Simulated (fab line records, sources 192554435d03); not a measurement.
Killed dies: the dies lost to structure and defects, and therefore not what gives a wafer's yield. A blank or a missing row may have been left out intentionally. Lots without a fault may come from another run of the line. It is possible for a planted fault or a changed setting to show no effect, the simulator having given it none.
Split-lot trial	flow n5_finfet	39 wafers read from 7 lots, route of 1938 steps

== ON THE SPLIT ==
At N5_BEOL_M9_CVD_78 (deposits Co from CCTBA/H2, target thk 2 nm, time 138.9 s), the setting target_thk_a was moved away from the recipe's 20 angstrom on 18 of the 39 wafers read, by -26.9% to +39.5%. This setting was run at the recipe's value on the other wafers.

The reading is taken at the split's own step.

== THE READING ==
Co_of_BEOL_M9_CVD_78.thk_nm (the simulator's own value, which no gauge read), in nm, at N5_BEOL_M9_CVD_78 (deposits Co from CCTBA/H2, target thk 2 nm, time 138.9 s). There is no usual value for it anywhere in the file. Across the 21 wafers here that went through the recipe, the average is 2.1 nm and the standard deviation 0.1 nm.

wafer	tool, chamber at the split	target_thk_a as run, angstrom	against the recipe	Co_of_BEOL_M9_CVD_78.thk_nm, nm	against lot-mates on the recipe
L075.1	cvd_co-01, 2,1,0	20	recipe	2	-
L075.4	cvd_co-01, 2,1,0	20	recipe	2	-
L075.5	cvd_co-01, 2,1,0	20	recipe	2	-
L078.1	cvd_co-02, 0	14.62	-26.9%	1.6	-0.5
L078.2	cvd_co-02, 2	14.62	-26.9%	1.4	-0.7
L078.3	cvd_co-02, 1	14.62	-26.9%	1.2	-0.9
L078.4	cvd_co-02, 0	20	recipe	2.2	-
L078.5	cvd_co-02, 2,1	20	recipe	2	-
L078.6	cvd_co-02, 2,1	20	recipe	2	-
L082.1	cvd_co-02, 1	20	recipe	2	-
L082.2	cvd_co-02, 0,1	15.28	-23.6%	1.6	-0.5
L082.5	cvd_co-02, 0,1	15.28	-23.6%	1.6	-0.5
L082.3	cvd_co-02, 2	15.28	-23.6%	1.8	-0.3
L082.4	cvd_co-02, 2,0	20	recipe	2.2	-
L082.6	cvd_co-02, 2,0	20	recipe	2.2	-
L087.1	cvd_co-01, 1	15.71	-21.4%	1.6	-0.5
L087.4	cvd_co-01, 1	15.71	-21.4%	1.6	-0.5
L087.2	cvd_co-01, 2,0	20	recipe	2.2	-
L087.3	cvd_co-01, 2,0	20	recipe	2.2	-
L087.5	cvd_co-01, 2	20	recipe	2	-
L087.6	cvd_co-01, 0	15.71	-21.4%	1.8	-0.3
L088.1	cvd_co-01, 2,1,2	20	recipe	2	-
L088.3	cvd_co-01, 2,1,2	20	recipe	2	-
L088.6	cvd_co-01, 2,1,2	20	recipe	2	-
L088.2	cvd_co-01, 0	27.91	+39.5%	3	+1.0
L088.5	cvd_co-01, 0	27.91	+39.5%	3	+1.0
L088.4	cvd_co-01, 1	27.91	+39.5%	2.8	+0.8
L097.1	cvd_co-01, 2	27.56	+37.8%	3	+0.8
L097.3	cvd_co-01, 2	27.56	+37.8%	3	+0.8
L097.5	cvd_co-01, 2	27.56	+37.8%	3	+0.8
L097.2	cvd_co-01, 0	20	recipe	2.2	-
L097.4	cvd_co-01, 0	20	recipe	2.2	-
L097.6	cvd_co-01, 0	20	recipe	2.2	-
L095.1	cvd_co-01, 2,0	24.56	+22.8%	2.6	+0.5
L095.5	cvd_co-01, 2,0	24.56	+22.8%	2.6	+0.5
L095.2	cvd_co-01, 1	24.56	+22.8%	2.4	+0.3
L095.3	cvd_co-01, 0,2	20	recipe	2.2	-
L095.4	cvd_co-01, 0,2	20	recipe	2.2	-
L095.6	cvd_co-01, 1	20	recipe	2	-
Rows listing several chambers each stand for several wafers; the file does not say which wafer went through which chamber.

FIT RESULTS
A straight line over all 39 wafers: Co_of_BEOL_M9_CVD_78.thk_nm changes by +0.022 nm for each +1% of target_thk_a; r = +0.97; the points scatter about the line by 0.12 nm.
The same after taking each lot's own level away (the mean of its wafers on the recipe; 39 wafers): +0.022 nm for each +1%; r = +0.98; scatter 0.099 nm.
The reading moves by 0.87 nm for the largest change in target_thk_a, on that fit.
From 2.00 to 2.20 nm: that is the span of the lots' own levels, equal to 2.0 times the standard deviation above.
The two slopes are in agreement: the lot-to-lot level therefore moves the slope only a little.
Check: +0.844 nm against its lot-mates is what the line predicts for one of the wafers moved furthest among these (+39.5%) when that wafer is left out of the fit. Against them it came out at +1 nm.

== OTHER SPLITS APPLIED TO THESE WAFERS ==
Before the reading, these wafers also passed through other splits. Each is held against what the fit with the lots' levels taken away leaves over:
other split on the same wafers	wafers away from the commonest value	r with Co_of_BEOL_M9_CVD_78.thk_nm (lot level and that fit taken away)
N5_BEOL_M0_SAQP_PECVD_04 time_s	9	+0.46
N5_BEOL_M3_ILD_DEP_00 target_thk_a	15	+0.11
N5_BEOL_M6_PECVD_70 time_s	15	+0.11
N5_BEOL_M8_DEP_56 time_s	12	+0.03

== FILE'S OWN FIT ==
Co_of_BEOL_M9_CVD_78.thk_nm changes by +0.0219 nm for each +1% of target_thk_a, r = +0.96.
